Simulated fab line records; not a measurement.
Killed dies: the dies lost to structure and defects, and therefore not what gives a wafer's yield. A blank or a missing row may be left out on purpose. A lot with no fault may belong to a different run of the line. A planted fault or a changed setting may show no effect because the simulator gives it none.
Matching of chambers	flow n5Finfet	N5_BEOL_M9_CMP_52 on cmp-01: 4 sister chambers
The step polishes, stops on SiCOH lowk, t overpolish 7 s, target thk 140 nm. 22 wafers are shown with their chamber, then 11 later ones without.

## WAFERS WITH THEIR CHAMBER
wafer	chamber	motorCurrentA (A)	barrierFieldEndpointS (s)	timeToEndpointS (s)
L074.2	3	6.9	28.3	64.1
L074.4	0	5.7	28.9	68.9
L074.6	0	5.4	29.5	68.8
L075.1	2	7.4	28.7	67.3
L075.4	3	6.3	28.2	63.5
L075.6	1	6.3	28.2	64.3
L076.3	1	6.3	27.8	62.9
L076.5	1	6.3	28.3	64.0
L076.6	2	7.3	28.3	65.3
L085.2	3	6.5	27.7	62.5
L085.3	2	7.3	29.4	67.9
L085.5	1	6.5	28.1	65.6
L083.4	0	5.6	29.3	65.0
L083.5	2	7.0	29.0	64.5
L083.6	1	6.1	29.1	62.3
L087.1	3	6.7	28.0	62.5
L087.3	0	5.5	28.5	65.2
L087.6	2	7.1	29.3	63.2
L086.1	1	6.3	28.8	66.9
L086.3	3	6.7	27.6	61.5
L086.5	0	5.4	28.3	65.5
L089.4	1	6.1	28.2	64.7

SIGNATURES (averages over the wafers above)
reading	chamber 0	chamber 1	chamber 2	chamber 3	scatter within a chamber
motorCurrentA	5.520	6.271	7.220	6.620	0.166
barrierFieldEndpointS	28.900	28.357	28.940	27.960	0.435
timeToEndpointS	66.680	64.386	65.640	62.820	1.66
Rule: distance of a wafer from a chamber = root of the sum over the readings of ((wafer's reading minus chamber's mean) / reading's scatter) squared. If the next closest chamber is less than 2 further off than the closest, the wafer can't be placed; otherwise it belongs to the closest. The scatter is the square root of a quotient: the sum, over the shown wafers, of each reading's squared deviation from its chamber's mean, divided by wafers minus chambers.

## WAFERS MISSING THEIR CHAMBER
wafer	motorCurrentA (A)	barrierFieldEndpointS (s)	timeToEndpointS (s)
L089.5	7.4	28.3	66.3
L089.6	6.5	28.8	63.3
L090.1	6.4	27.1	62.8
L090.3	5.5	28.8	67.1
L090.5	7.1	27.8	64.5
L093.2	6.5	27.0	59.6
L093.3	7.3	27.9	64.4
L093.5	6.3	28.0	62.1
L097.2	6.7	29.4	68.5
L097.3	7.2	28.2	64.2
L097.5	5.4	29.3	70.0

## WHICH CHAMBER EACH ONE RAN IN
wafer	from the rows above	in truth
L089.5	2	2
L089.6	can't be placed: 1 or 3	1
L090.1	can't be placed: 3 or 1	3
L090.3	0	0
L090.5	can't be placed: 2 or 3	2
L093.2	can't be placed: 3 or 1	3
L093.3	can't be placed: 2 or 3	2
L093.5	can't be placed: 1 or 3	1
L097.2	can't be placed: 2 or 1 or 3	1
L097.3	can't be placed: 2 or 3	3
L097.5	0	0
Correct placement for 3 of the 11. Cannot be placed on the basis of these rows: 8; the candidates contain the true chamber in 8. 0 placed wrongly.
